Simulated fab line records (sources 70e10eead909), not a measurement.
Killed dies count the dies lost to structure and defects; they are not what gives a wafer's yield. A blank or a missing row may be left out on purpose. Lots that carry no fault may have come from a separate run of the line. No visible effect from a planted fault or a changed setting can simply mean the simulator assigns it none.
Which of the tools did it?	flow nand harc	13 lots, 39 wafers sampled, at 5 steps of a route of 1302

WHAT EACH GAUGE READ, for each wafer
NHARC_THIN_TSV_CD_MEAS_16. Usual: cd nm reads 999.3 nm (standard deviation 2).
lot	measured	on	cd nm (nm)	flag
L936	day 24 10:55	cd sem-01	997.0 999.9 999.5	
L937	day 24 15:46	cd sem-03	1000.8 998.4 1000.0	
L939	day 25 16:53	cd sem-02	999.7 999.6 1001.3	
L940	day 25 17:58	cd sem-03	993.8 993.9 996.7	
L941	day 26 06:00	cd sem-01	999.5 996.4 1000.3	
L942	day 26 04:55	cd sem-03	997.2 1002.4 999.8	
L946	day 28 07:27	cd sem-02	996.5 1000.2 997.3	
L950	day 29 10:01	cd sem-02	997.7 1000.2 997.5	
L952	day 31 06:31	cd sem-02	998.4 1001.7 997.5	
L953	day 31 11:25	cd sem-02	1002.4 1001.1 997.8	
L955	day 32 03:32	cd sem-01	995.8 999.6 999.6	
L956	day 32 21:00	cd sem-03	998.6 1000.3 997.8	
L958	day 33 14:29	cd sem-02	999.6 999.9 996.7	

NHARC_END_SORT_01. Usual: killed at array 55, standard deviation 20; killed at other 0.7, standard deviation 0.96; killed at periphery 4.1, standard deviation 2.4; killed dies 60, standard deviation 20; killed open 3.3, standard deviation 1.9; killed short 2.8, standard deviation 1.6.
lot	measured	on	killed at array	killed at other	killed at periphery	killed dies	killed open	killed short	flag
L946	day 29 00:48	prober-02	124 126 131	0 3 2	5 7 4	129 136 137	1 3 6	2 1 6	OFF
L950	day 30 00:08	prober-02	140 141 142	0 1 0	4 6 4	144 148 146	4 3 6	2 4 2	OFF

WHAT TOOL EACH LOT RAN ON (gives the tool, then ch and the chambers of the sampled wafers, and finally the start)
lot	NHARC_A_CONTACT_ETCH_113	NHARC_THIN_TSV_ETCH_59	NHARC_THIN_TSV_ETCH_36
L936	har cap etch-02 ch 0,1, day 22 00:07	rie metal-02 ch 0,1, day 24 16:10	rie metal-02 ch 0,1, day 24 16:24
L937	har cap etch-02 ch 0,1, day 22 08:17	rie metal-01 ch 0,1, day 24 20:58	rie metal-01 ch 0,1, day 24 21:14
L939	har cap etch-01 ch 0,1, day 23 03:11	rie metal-03 ch 0,1, day 25 22:19	rie metal-03 ch 0,1, day 25 22:32
L940	har cap etch-02 ch 0,1, day 23 03:44	rie metal-02 ch 0,1, day 25 23:16	rie metal-02 ch 0,1, day 25 23:31
L941	har cap etch-03 ch 0,1, day 23 19:13	rie metal-03 ch 0,1, day 26 11:23	rie metal-03 ch 0,1, day 26 11:35
L942	har cap etch-01 ch 0,1, day 24 02:59	rie metal-01 ch 0,1, day 26 10:07	rie metal-01 ch 0, day 26 10:23
L946	har cap etch-01 ch 0,1, day 25 23:26	rie metal-02 ch 0,1, day 28 12:46	rie metal-02 ch 0,1, day 28 12:58
L950	har cap etch-01 ch 0,1, day 27 04:44	rie metal-03 ch 0,1, day 29 15:26	rie metal-03 ch 0,1, day 29 15:40
L952	har cap etch-03 ch 1, day 28 19:11	rie metal-01 ch 0,1, day 31 11:38	rie metal-01 ch 0,1, day 31 11:53
L953	har cap etch-02 ch 0,1, day 29 02:00	rie metal-03 ch 0, day 31 16:40	rie metal-03 ch 0, day 31 17:09
L955	har cap etch-01 ch 0,1, day 29 11:57	rie metal-02 ch 0,1, day 32 08:55	rie metal-02 ch 0,1, day 32 09:09
L956	har cap etch-01 ch 1, day 30 10:40	rie metal-03 ch 0,1, day 33 02:35	rie metal-03 ch 0,1, day 33 02:48
L958	har cap etch-01 ch 0,1, day 31 05:38	rie metal-02 ch 0,1, day 33 19:53	rie metal-02 ch 0,1, day 33 20:07
- NHARC_A_CONTACT_ETCH_113: etches the open film in C4F8/O2/Ar, time 190 s, target depth 1850 nm.
- NHARC_THIN_TSV_ETCH_59: etches the open film in Cl2/BCl3, target depth 880 nm, time 138.1 s.
- NHARC_THIN_TSV_ETCH_36: etches the open film in Cl2/BCl3, target depth 65 nm, time 18.571 s.

AS READ BY THE TOOLS THEMSELVES (means over the sampled wafers that have a number; for cases with no such wafer, the mark the record gives instead)
NHARC_THIN_TSV_ETCH_59. Usual: drypump motor current A 5.5 A, standard deviation 0.33; mfc cl2 sccm 59.97 sccm, standard deviation 0.19; oes product au 1.001 a.u., standard deviation 0.01; throttle valve pct 22.264 %, standard deviation 0.0096.
lot	tool	drypump motor current A (A)	mfc cl2 sccm (sccm)	oes product au (a.u.)	throttle valve pct (%)	flag
L936	rie metal-02	5.7	60.03	0.993	22.263	
L937	rie metal-01	5.2	60.10	1.016	22.263	
L939	rie metal-03	5.7	60.02	1.006	22.267	
L940	rie metal-02	5.9	59.94	0.990	22.260	
L941	rie metal-03	5.7	59.94	1.001	22.263	
L942	rie metal-01	5.1	60.13	1.005	22.258	
L946	rie metal-02	5.8	60.16	0.993	22.263	
L950	rie metal-03	5.5	60.01	1.004	22.263	
L952	rie metal-01	5.1	60.00	1.018	22.269	
L953	rie metal-03	5.4	59.92	1.006	22.260	
L955	rie metal-02	5.7	60.14	0.999	22.265	
L956	rie metal-03	5.5	59.95	0.999	22.262	
L958	rie metal-02	5.8	59.93	0.997	22.263	

NHARC_THIN_TSV_ETCH_36. Usual: drypump motor current A 5.5 A, standard deviation 0.33; oes product au 0.999 a.u., standard deviation 0.0098.
lot	tool	drypump motor current A (A)	oes product au (a.u.)	flag
L936	rie metal-02	5.9	0.996	
L937	rie metal-01	5.2	1.008	
L939	rie metal-03	5.5	0.993	
L940	rie metal-02	5.7	0.992	
L941	rie metal-03	5.7	1.002	
L942	rie metal-01	5.4	0.998	
L946	rie metal-02	5.9	0.998	
L950	rie metal-03	5.7	1.005	
L952	rie metal-01	5.2	1.007	
L953	rie metal-03	5.4	0.990	
L955	rie metal-02	5.8	0.991	
L956	rie metal-03	5.5	0.988	
L958	rie metal-02	5.9	1.001	

THE ANSWER, worked out from the rows above alone
Rule: a lot is off if the mean of its wafers that have a number lies more than 3 standard deviations from the usual mean. A lot without any number at a reading at which 4 lots or more have one is off too. All remaining lots with rows at the step are treated as sound. Order of review: gauges by route order, followed by the tools' own readings, for which a lot's mean as printed above is used. The first step at which some lot is off is used, and at that step the reading that is off furthest; a lot without a number counts as furthest.
Off, at NHARC_END_SORT_01 on killed at array: L946, L950. Neither off nor sound, because the step has no rows for them: L936, L937, L939, L940, L941, L942, L952, L953, L955, L956, L958.
If a tool, at a process step before that reading, ran all the lots that are off and no sound lot after the first of them, it fits. Gauges at NHARC_END_SORT_01: tried the same way as those tools. Can't be told from this: 2 tools fit, har cap etch-01 at NHARC_A_CONTACT_ETCH_113, prober-02 at NHARC_END_SORT_01.

WHAT THE SIMULATOR HAD INSERTED
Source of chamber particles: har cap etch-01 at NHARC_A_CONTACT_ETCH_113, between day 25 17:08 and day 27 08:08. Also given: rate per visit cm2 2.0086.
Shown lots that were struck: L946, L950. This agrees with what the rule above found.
